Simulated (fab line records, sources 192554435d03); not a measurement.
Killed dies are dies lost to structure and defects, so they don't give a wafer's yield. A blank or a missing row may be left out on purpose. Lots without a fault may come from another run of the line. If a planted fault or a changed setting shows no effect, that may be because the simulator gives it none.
A struck lot beside a sound one | flow n5_finfet | 13 out of 1938 route steps
Sound: these wafers, L345.1, L345.4, L345.5. Struck: wafers L355.3, L355.6. (L355.4 of the same lot was not struck and is left out.) The cause comes at the end.
At each step with rows: each side's tool, then ch and its chambers, then its first start. Under that, the readings that differ: sound wafers | struck wafers | difference of the means | sigmas: that difference in standard deviations of wafers without a fault.
alike: same words and numbers on both sides, and readings whose means sit less than 2 such deviations apart. not compared: any withheld reading, any reading some wafer has no value for, any bound like >300 that may hide the same value, and any number with overlapping values for which the record gives no deviation.
A row with sigmas, a row that says differs or no value, or rows on one side alone: a step with any of these is where the two part. Numbers that have no deviation but don't overlap get no sigmas and don't part them. Lack of a reading on every wafer of one side parts them only where that side has two or more wafers.

first, 1 step without rows for these wafers: N5_BEOL_M15_ETCH_61 (etches BARC in N2/H2, target depth 89 nm, overetch 26.7 nm, time 67.9 s).
N5_BEOL_M15_TRENCH_ETCH_34: etches SiO2 in C4F8/O2/Ar, target depth 872.93 nm, time 199 s.
  sound on rie_diel-03 ch 0,2, day 12 12:44; struck on rie_diel-03 ch 0,2, day 14 13:38
  alike: drypump_motor_current_A, he_inner_torr, oes_product_au, rf_fwd_power_W, rf_vpp_V, showerhead_plenum_p_Torr, throttle_valve_pct
  not compared: rf_hours_counter_h
N5_BEOL_M15_STRIP_36: strips in O2.
  sound on rie_diel-03 ch 2,3, day 12 14:10; struck on rie_diel-02 ch 2,3, day 14 16:42
  reading                     | sound       | struck  | difference | sigmas
  drypump_motor_current_A (A) | 5.6 5.0 5.6 | 6.6 6.6 | +1.2       | +2
  alike: o2_flow_sccm, oes_product_au, rf_vpp_V, showerhead_plenum_p_Torr, throttle_valve_pct
  not compared: rf_hours_counter_h
then, 5 steps without rows for these wafers: N5_BEOL_M15_STRIP_62 (strips in O2); N5_BEOL_M15_STRIP_37 (strips in O2); N5_BEOL_M15_ETCH_38 (etches SiCN in CF4/N2, target depth 106.4 nm, time 120.5 s); N5_BEOL_M15_PRECLEAN_39 (cleans in residue remover, time 60 s); N5_BEOL_M15_SRD_40 (time 30 s, dry time 30 s).
N5_BEOL_M15_DEGAS_41: time 60 s.
  sound: pvd_sputter-02 at day 12 15:08; struck: pvd_sputter-02 at day 14 17:14
  alike: heater_power_w, susceptor_temp_C
then, 1 step without rows for these wafers: N5_BEOL_M15_PRE_CLEAN_42 (time 30 s).
N5_BEOL_M15_SPUTTER_43: material TaN, target thk 15 nm, time 24.19 s.
  sound: pvd_sputter-02 at day 12 15:13; struck: pvd_sputter-02 at day 14 17:19
  reading                | sound          | struck    | difference | sigmas
  throttle_valve_pct (%) | 31.0 32.7 31.0 | 28.5 28.2 | -3.2       | -2
  alike: cathode_dc_power_W, chamber_pressure_pa, susceptor_temp_C
N5_BEOL_M15_SPUTTER_44: material Ta, target thk 15 nm, time 24.19 s.
  sound: pvd_sputter-02 at day 12 15:17; struck: pvd_sputter-02 at day 14 17:23
  reading                                     | sound             | struck      | difference | sigmas
  cathode_dc_power_W (W)                      | 14999 15003 14999 | 15886 15880 | +883       | +99 or more
  throttle_valve_pct (%)                      | 31.3 32.6 31.1    | 28.6 28.5   | -3.1       | -2
  model.Ta_of_BEOL_M15_SPUTTER_44.thk_nm (nm) | 15 15 15          | 15.8 16     | +0.9       |
  alike: chamber_pressure_pa, susceptor_temp_C
N5_BEOL_M15_SPUTTER_45: material Cu, target thk 100 nm, time 16.67 s.
  sound: pvd_sputter-02 at day 12 15:22; struck: pvd_sputter-02 at day 14 17:28
  alike: cathode_dc_power_W, chamber_pressure_pa, chuck_gas_flow_sccm, chuck_sensor_temp_C, susceptor_temp_C, throttle_valve_pct

## WHERE THEY PART
Last at N5_BEOL_M15_SPUTTER_44 as far as this record goes, first at N5_BEOL_M15_STRIP_36. Later steps at which nothing parts them and some readings are alike: N5_BEOL_M15_SPUTTER_45.

WHY: the cause the simulator had injected
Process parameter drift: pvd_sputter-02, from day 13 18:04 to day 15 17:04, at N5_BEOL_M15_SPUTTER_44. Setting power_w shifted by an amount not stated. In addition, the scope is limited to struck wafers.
